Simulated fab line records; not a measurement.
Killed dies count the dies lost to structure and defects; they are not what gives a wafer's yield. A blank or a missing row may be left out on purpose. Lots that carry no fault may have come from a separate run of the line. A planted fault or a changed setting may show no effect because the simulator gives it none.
The same fault as seen by 3 desks + flow nand-harc + only its own numbers are on each desk; what lay behind them is given at the end

## FROM THE METROLOGY DESK
What the gauges read for every lot (on any tool): the sampled wafers with a number, averaged. Marked OUT: a lot whose mean sits more than 4 standard deviations from the usual mean, which makes it out of limits; the brackets give that distance.
Columns: A = thk-nm at NHARC_A_BONDPAD_THK_MEAS_20, usual 169.3 nm; B = overlay-x-nm at NHARC_HYBRID_BOND_OVL_MEAS_05, usual -2 nm; C = overlay-y-nm at NHARC_HYBRID_BOND_OVL_MEAS_05, usual -3 nm; D = cd-nm at NHARC_THIN_TSV_CD_MEAS_12, usual 1001.7 nm; E = cd-nm at NHARC_THIN_TSV_CD_MEAS_16, usual 1001.5 nm
| lot  | first seen here | A     | B   | C   | D      | E      |
|------|-----------------|-------|-----|-----|--------|--------|
| L280 | day 24 14:57    | 169.4 | -14 | -22 | 1000.2 | 999.4  |
| L286 | day 27 14:02    | 169.7 | -26 | -18 | 999.0  | 998.2  |
| L293 | day 30 13:56    | 168.9 | -6  | -1  | 1000.7 | 1001.6 |
| L295 | day 31 06:13    | 170.0 | -9  | -24 | 1003.8 | 1003.9 |
| L299 | day 32 08:46    | 170.1 | 18  | -12 | 1000.5 | 1000.9 |
This desk's finding: nothing out of limits on any of the 5 lots.

## FOR THE TOOL OWNER'S DESK: grinder-01
The tool's own readings at NHARC_THIN_TSV_GRIND_00: means of the sampled wafers that have a number, for each lot that ran on this tool. Marked OUT: a lot whose mean sits more than 4 standard deviations from the usual mean, which makes it out of limits; the brackets give that distance.
Columns: A = head-pressure-psi at NHARC_THIN_TSV_GRIND_00, usual 4.000 psi; B = motor-current-A at NHARC_THIN_TSV_GRIND_00, usual 11.999 A
| lot  | first seen here | A     | B      |
|------|-----------------|-------|--------|
| L280 | day 25 02:32    | 4.002 | 11.974 |
| L286 | day 28 03:28    | 3.986 | 11.998 |
| L293 | day 30 23:53    | 3.993 | 12.027 |
| L295 | day 32 00:00    | 3.997 | 12.000 |
| L299 | day 32 19:19    | 4.006 | 12.013 |
This desk's finding: nothing out of limits on any of the 5 lots.

## THE DEFECT DESK
For each lot, the counts of the inspections along the route, averaged over the sampled wafers that have a number. Marked OUT: a lot whose mean sits more than 4 standard deviations from the usual mean, which makes it out of limits; the brackets give that distance.
Columns: A = raw-defect-count at NHARC_A_BONDPAD_INSPECT_23, usual 538; B = raw-defect-count at NHARC_HYBRID_BOND_INSPECT_06, usual 87
| lot  | first seen here | A   | B   |
|------|-----------------|-----|-----|
| L280 | day 24 15:10    | 562 | 105 |
| L286 | day 27 14:14    | 537 | 143 |
| L293 | day 30 14:10    | 704 | 169 |
| L295 | day 31 06:26    | 498 | 108 |
| L299 | day 32 08:59    | 463 | 78  |
This desk's finding: nothing out of limits on any of the 5 lots.

## TAKEN TOGETHER
Nothing out of limits was seen by the metrology desk.
Nothing out of limits was seen by the tool owner's desk.
Nothing the defect desk looked at was out of limits.

## WHAT THE SIMULATOR PUT IN
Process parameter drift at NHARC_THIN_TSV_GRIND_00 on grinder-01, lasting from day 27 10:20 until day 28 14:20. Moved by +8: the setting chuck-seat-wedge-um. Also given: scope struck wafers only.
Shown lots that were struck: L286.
